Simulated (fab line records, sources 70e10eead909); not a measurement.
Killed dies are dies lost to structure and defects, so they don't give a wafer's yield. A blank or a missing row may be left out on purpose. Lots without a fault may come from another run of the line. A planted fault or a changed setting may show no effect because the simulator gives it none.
Chamber matching | flow nand_harc | NHARC_P_CONTACT_CMP_01 on cmp-03: 4 sister chambers
The step polishes SiO2, target thk 200 nm. 4 wafers are shown with their chamber, then 9 later ones without.

WAFERS WITH THEIR CHAMBER
wafer  | chamber | motor_current_A (A)
L082.6 | 1       | 12.6
L083.1 | 2       | 11.8
L084.1 | 0       | 9.9
L084.5 | 3       | 10.3

WAFERS WITHOUT THEIR CHAMBER
wafer  | motor_current_A (A)
L091.1 | 9.6
L091.4 | 9.8
L091.5 | 11.9
L092.1 | 12.0
L092.2 | 10.4
L092.6 | 12.5
L097.3 | 12.0
L097.4 | 12.3
L097.6 | 10.0

WHICH CHAMBER EACH WENT THROUGH
wafer  | from the rows above     | in truth
L091.1 | 0                       | 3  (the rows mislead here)
L091.4 | 0                       | 0
L091.5 | 2                       | 2
L092.1 | 2                       | 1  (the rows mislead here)
L092.2 | 3                       | 3
L092.6 | 1                       | 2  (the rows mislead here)
L097.3 | 2                       | 2
L097.4 | can't be placed: 1 or 2 | 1
L097.6 | can't be placed: 0 or 3 | 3
Placed correctly: 4 of 9. Can't be placed from these rows: 2 (the true chamber is among the candidates in 2). Placed wrongly: 3.
How it was worked out, from the rows above alone: a wafer's distance from a chamber is the root of the sum, over the readings, of the square of ((its reading less the chamber's mean) divided by the reading's scatter). The wafer belongs to the nearest chamber; if the next one is less than 2 further off, it can't be placed. A chamber's mean is the mean of its shown wafers. The scatter: with one shown wafer a chamber, the root of the mean of the squares of how far each hidden wafer lies from its nearest shown one.
